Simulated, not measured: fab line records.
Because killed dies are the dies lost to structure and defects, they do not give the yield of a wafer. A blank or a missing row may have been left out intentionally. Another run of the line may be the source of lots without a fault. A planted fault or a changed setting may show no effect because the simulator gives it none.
A struck lot beside a sound one | flow n5Finfet | 20 steps out of a route of 1938
Sound: these wafers, L215.1, L215.5, L215.6. Wafers struck: L229.3, L229.4, L229.6. The cause is given at the end.
Each step with rows lists, per side, the tool, then ch with its chambers, then its first start. Under that, the readings that differ: sound wafers | struck wafers | difference of the means | sigmas: that difference in standard deviations of wafers without a fault.
alike: same words and numbers on both sides, and readings whose means sit less than 2 such deviations apart. not compared: any withheld reading, any reading some wafer has no value for, any bound like >300 that may hide the same value, and any number with overlapping values for which the record gives no deviation.
The two part at a step that has a row with sigmas, a row that says differs or no value, or rows on one side only. Non-overlapping numbers with no deviation appear without sigmas and do not part them. A reading that every wafer of one side lacks parts them only if that side has two wafers or more.

N5_BEOL_M11_CMP_52: polishes, stops on SiCOH lowk, t overpolish 7 s, target thk 140 nm.
  sound on cmp-04 ch 0,1,3, day 12 08:45; struck on cmp-01 ch 0,1, day 15 04:36
  alike: barrierFieldEndpointS, motorCurrentA, overpolishRunS, platenRpm, slurryFlowMlMin, timeToEndpointS
N5_BEOL_M11_THK_MEAS_53: measures by xrf.
  sound on filmMetro-01, day 12 08:56; struck on filmMetro-02, day 15 04:54
  alike: M11_THK
then, 1 step without rows for these wafers: N5_BEOL_M11_PRE_CLEAN_55 (time 15 s).
N5_BEOL_M11_DEP_56: deposits SiCN from 3MS/NH3, target thk 30 nm, time 10.5 s.
  sound on pecvd-02 ch 1,2, day 12 09:01; struck on pecvd-01 ch 0,2, day 15 04:58
  alike: showerheadPlenumPTorr, throttleValvePct
N5_BEOL_M11_RS_MEAS_57: a four-point-probe measurement.
  sound on filmMetro-02, day 12 09:05; struck on filmMetro-02, day 15 05:01
  alike: M11_RS
N5_BEOL_M11_INSPECT_58: inspects for defects (darkfield).
  sound on defectInspect-02, day 12 09:07; struck on defectInspect-01, day 15 05:03
  alike: rawDefectCount
N5_BEOL_M12_ILD_DEP_00: deposits SiOC from DEMS/O2, target thk 658.92 nm, time 130.7 s.
  sound on pecvd-02 ch 1,2, day 12 09:09; struck on pecvd-01 ch 0,1, day 15 05:05
  alike: heaterPowerOuterW, heaterPowerW, showerheadPlenumPTorr, susceptorTempC, throttleValvePct
N5_BEOL_M12_THK_MEAS_01:
  sound on filmMetro-02, day 12 09:20; struck on filmMetro-01, day 15 05:13
  alike: M12_ILD_THK
then, 4 steps without rows for these wafers: N5_BEOL_M12_COAT_58 (time 60 s, resist thk 89 nm); N5_BEOL_M12_COAT_04 (resist thk 400 nm); N5_BEOL_M12_EBR_06; N5_BEOL_M12_SOFTBAKE_05 (time 60 s).
N5_BEOL_M12_EXPOSE_07: exposes mask V11.
  sound on krfScanner-01 ch 0, day 12 09:28; struck on krfScanner-02 ch 0, day 15 05:22
reading                        | sound          | struck   | difference | sigmas
model.BEOL_M12.overlayXNm (nm) | -0.4 -0.4 -0.4 | 23 23 23 | +23        | 
  alike: mask
then, 3 steps without rows for these wafers: N5_BEOL_M12_PEB_08 (peb time 90 s); N5_BEOL_M12_DEVELOP_09 (develop time 45 s); N5_BEOL_M12_HARDBAKE_14 (time 120 s).
N5_BEOL_M12_CD_MEAS_10: the cd target is 140 nm.
  sound on cdSem-02 ch 0, day 12 09:38; struck on cdSem-01 ch 0, day 15 05:31
  alike: cdNm
N5_BEOL_M12_OVL_MEAS_11:
  sound on overlay-02 ch 0, day 12 09:40; struck on overlay-02 ch 0, day 15 05:33
reading      | sound  | struck   | difference | sigmas
V11_OVL (nm) | 3 -1 2 | 20 26 23 | +22        | +4
N5_BEOL_M12_INSPECT_12: inspects for defects (macro).
  sound on defectInspect-02, day 12 09:41; struck on defectInspect-01, day 15 05:34
  alike: rawDefectCount
N5_PASSIVATION_PROBE_49:
  sound on prober-02, day 14 00:14; struck on prober-02, day 16 15:26
  alike: defectLimitedYield, killed_at_M0_to_M3, killed_at_M4_up, killedAtContacts, killedAtFrontEnd, killedAtOther, killedDies, killedOpen, killedShort, sort_bin_5_function, sort_bin_6_memory, sortNPass, sortYieldPct

WHERE THEY PART
N5_BEOL_M12_OVL_MEAS_11 only, going by this record. Later steps at which nothing parts them and some readings are alike: N5_BEOL_M12_INSPECT_12, N5_PASSIVATION_PROBE_49.

WHY: what had been put in by the simulator
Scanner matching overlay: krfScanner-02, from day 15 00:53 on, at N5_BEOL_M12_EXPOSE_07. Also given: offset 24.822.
